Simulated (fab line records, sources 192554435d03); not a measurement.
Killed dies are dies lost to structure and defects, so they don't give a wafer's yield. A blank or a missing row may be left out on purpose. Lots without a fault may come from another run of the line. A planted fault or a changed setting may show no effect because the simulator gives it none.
Split-lot experiment | flow n5_finfet | 7 lots, 21 wafers read, on a route of 1938 steps

THE SPLIT
At N5_BEOL_M9_ILD_DEP_00 (deposits SiCOH lowk from DEMS/porogen, target thk 308.51 nm, time 58 s), the setting time_s was moved away from the recipe's 58 s on 5 of the 21 wafers read, by -14.2% to +7.4%. The other wafers ran this setting at the recipe's value.

FROM THE SPLIT TO THE READING: what the file shows between them, 1 step
- N5_BEOL_M9_CURE_71: cures SiCOH lowk, time 240 s

THE READING
M9_ILD_THK, in nm, at N5_BEOL_M9_THK_MEAS_01. Fault-free wafers of this fab line usually give 267 nm, standard deviation 3.5 nm.

wafer  | tool, chamber at the split | time_s as run, s | against the recipe | M9_ILD_THK, nm | against lot-mates on the recipe
L075.1 | pecvd-01, 0                | 58               | recipe             | 269            | -
L075.5 | pecvd-01, 1                | 58               | recipe             | 267            | -
L075.6 | pecvd-01, 0                | 58               | recipe             | 275            | -
L076.1 | pecvd-01, 2                | 49.76            | -14.2%             | 230            | -32
L076.3 | pecvd-01, 1                | 58               | recipe             | 262            | -
L076.6 | pecvd-01, 0                | 49.76            | -14.2%             | 231            | -31
L078.4 | pecvd-01, 0                | 58               | recipe             | 271            | -
L078.5 | pecvd-01, 1                | 58               | recipe             | 268            | -
L078.6 | pecvd-01, 2                | 58               | recipe             | 271            | -
L081.2 | pecvd-02, 1                | 58               | recipe             | 263            | -
L081.4 | pecvd-02, 0                | 58               | recipe             | 268            | -
L081.5 | pecvd-02, 0                | 58               | recipe             | 267            | -
L085.1 | pecvd-01, 2                | 58               | recipe             | 265            | -
L085.3 | pecvd-01, 0                | 62.32            | +7.4%              | 286            | +21
L085.5 | pecvd-01, 1                | 62.32            | +7.4%              | 289            | +24
L090.1 | pecvd-02, 0                | 58               | recipe             | 263            | -
L090.4 | pecvd-02, 2                | 58               | recipe             | 266            | -
L090.5 | pecvd-02, 1                | 58               | recipe             | 271            | -
L095.1 | pecvd-02, 0                | 50.17            | -13.5%             | 231            | -36
L095.2 | pecvd-02, 1                | 58               | recipe             | 272            | -
L095.3 | pecvd-02, 2                | 58               | recipe             | 263            | -

THE FIT
A straight line over all 21 wafers: M9_ILD_THK changes by +2.65 nm for each +1% of time_s; r = +0.98; the points scatter about the line by 3.4 nm.
The same after taking each lot's own level away (the mean of its wafers on the recipe; 21 wafers): +2.5 nm for each +1%; r = +0.98; scatter 3.2 nm.
On that fit, the largest move of time_s shifts the reading by 35 nm.
The lots' own levels span 262.0 to 270.3 nm, that is 2.4 times the standard deviation above.
So the lot-to-lot level changes the slope little: the two slopes agree.
Check: with one of the wafers moved furthest among these (-14.2%) left out of the fit, the line predicts -36.1 nm for it against its lot-mates. It came out at -32 nm against them.

THE WHOLE CHAIN: every reading that the file lists as answering this split, in the file's order
step                   | what it does                                                           | reading                                                                                  | change (the file's fit)              | r (the file's)
N5_BEOL_M9_ILD_DEP_00  | deposits SiCOH lowk from DEMS/porogen, target thk 308.51 nm, time 58 s | SiCOH_lowk_of_BEOL_M9_ILD_DEP_00.thk_nm (the simulator's own value, which no gauge read) | +2.86 nm for each +1% of the setting | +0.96
N5_BEOL_M9_CURE_71     | cures SiCOH lowk, time 240 s                                           | SiCOH_lowk_of_BEOL_M9_ILD_DEP_00.thk_nm (the simulator's own value, which no gauge read) | +2.52 nm for each +1% of the setting | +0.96
N5_BEOL_M9_THK_MEAS_01 |                                                                        | M9_ILD_THK                                                                               | +2.52 for each +1% of the setting    | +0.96

THE FILE'S OWN FIT
M9_ILD_THK changes by +2.52 nm for each +1% of time_s, r = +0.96.
